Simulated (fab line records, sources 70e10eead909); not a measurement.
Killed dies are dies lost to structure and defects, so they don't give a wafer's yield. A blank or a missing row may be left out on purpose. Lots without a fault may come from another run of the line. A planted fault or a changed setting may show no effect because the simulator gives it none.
Tool commonality check | flow nand_harc | 14 lots, 42 wafers sampled

WHY IT WAS OPENED
At NHARC_A_ONON_D1_THK_MEAS_24 the reading thk_nm is flagged on 2 of 14 lots. Wafers without a fault read 1002 nm, standard deviation 11.
Rule: a lot is flagged when every wafer of it that has a number lies more than 4 standard deviations from that mean, or none has a number. The other lots count as sound.

lot  | measured     | on            | thk_nm (nm), wafer by wafer | flag
L215 | day 8 07:54  | film_metro-02 | 995 996 995                 |
L216 | day 8 17:47  | film_metro-01 | 993 992 992                 |
L218 | day 9 10:28  | film_metro-02 | 999 995 997                 |
L219 | day 10 03:02 | film_metro-02 | 1014 1015 1013              |
L220 | day 10 03:02 | film_metro-01 | 1007 1003 1004              |
L222 | day 11 00:01 | film_metro-02 | 999 1000 1001               |
L221 | day 11 00:02 | film_metro-02 | 1005 1005 1004              |
L229 | day 14 16:37 | film_metro-02 | 576 577 578                 | FLAGGED
L231 | day 15 09:26 | film_metro-01 | 576 573 574                 | FLAGGED
L232 | day 15 17:59 | film_metro-01 | 1010 1010 1011              |
L234 | day 16 01:52 | film_metro-01 | 988 989 989                 |
L235 | day 16 10:44 | film_metro-02 | 1008 1008 1009              |
L238 | day 17 14:12 | film_metro-02 | 1020 1022 1022              |
L237 | day 17 14:13 | film_metro-01 | 1022 1020 1022              |
The numbers of the flagged lots are 576 nm on average: -426 nm against the usual, or -39 standard deviations.

WHICH TOOL RAN EACH LOT
The record holds 1 process step before the reading, out of a route of 1302 steps. In each cell: the tool, then ch and the chambers that the sampled wafers went through, then the start.
lot  | flag    | NHARC_A_ONON_D1_DEP_22
L215 |         | pecvd_onon-02 ch 0, day 8 07:23
L216 |         | pecvd_onon-04 ch 0, day 8 17:20
L218 |         | pecvd_onon-02 ch 0, day 9 10:08
L219 |         | pecvd_onon-01 ch 0, day 10 02:38
L220 |         | pecvd_onon-02 ch 0, day 10 02:35
L222 |         | pecvd_onon-01 ch 0, day 10 23:34
L221 |         | pecvd_onon-04 ch 0, day 10 23:41
L229 | FLAGGED | pecvd_onon-02 ch 0, day 14 16:06
L231 | FLAGGED | pecvd_onon-02 ch 0, day 15 08:56
L232 |         | pecvd_onon-01 ch 0, day 15 17:28
L234 |         | pecvd_onon-01 ch 0, day 16 01:22
L235 |         | pecvd_onon-01 ch 0, day 16 10:13
L238 |         | pecvd_onon-01 ch 0, day 17 13:44
L237 |         | pecvd_onon-04 ch 0, day 17 13:42
What these steps do:
- NHARC_A_ONON_D1_DEP_22: target thk 1000 nm.
- NHARC_A_ONON_D1_THK_MEAS_24: measures by ellipsometry.

FLAGGED OVER TOTAL, TOOL BY TOOL (the gauges that took the reading come last)
step                        | tool          | lots run | flagged | share of the flagged lots | sound lots run after its first flagged lot
NHARC_A_ONON_D1_DEP_22      | pecvd_onon-01 | 6        | 0       | none                      | -
NHARC_A_ONON_D1_DEP_22      | pecvd_onon-02 | 5        | 2       | all                       | 0
NHARC_A_ONON_D1_DEP_22      | pecvd_onon-04 | 3        | 0       | none                      | -
NHARC_A_ONON_D1_THK_MEAS_24 | film_metro-01 | 6        | 1       | some                      | 3 (L232,L234,L237)
NHARC_A_ONON_D1_THK_MEAS_24 | film_metro-02 | 8        | 1       | some                      | 2 (L235,L238)

WHAT THE TABLE ALLOWS
1 row of the table ran every flagged lot: pecvd_onon-02 at NHARC_A_ONON_D1_DEP_22.
- pecvd_onon-02 at NHARC_A_ONON_D1_DEP_22: 2 of its 5 lots flagged. Its last sound lot is L220 (day 10 02:35), its first flagged lot L229 (day 14 16:06): a fault that began between those two fits.
One tool is left: pecvd_onon-02 at NHARC_A_ONON_D1_DEP_22.

WHAT THE SIMULATOR HAD PUT IN
Process parameter drift: pecvd_onon-02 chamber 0, from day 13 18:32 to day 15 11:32, at NHARC_A_ONON_D1_DEP_22. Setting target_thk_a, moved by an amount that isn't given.
Lots struck among those shown: L229, L231. The rule above found the same.
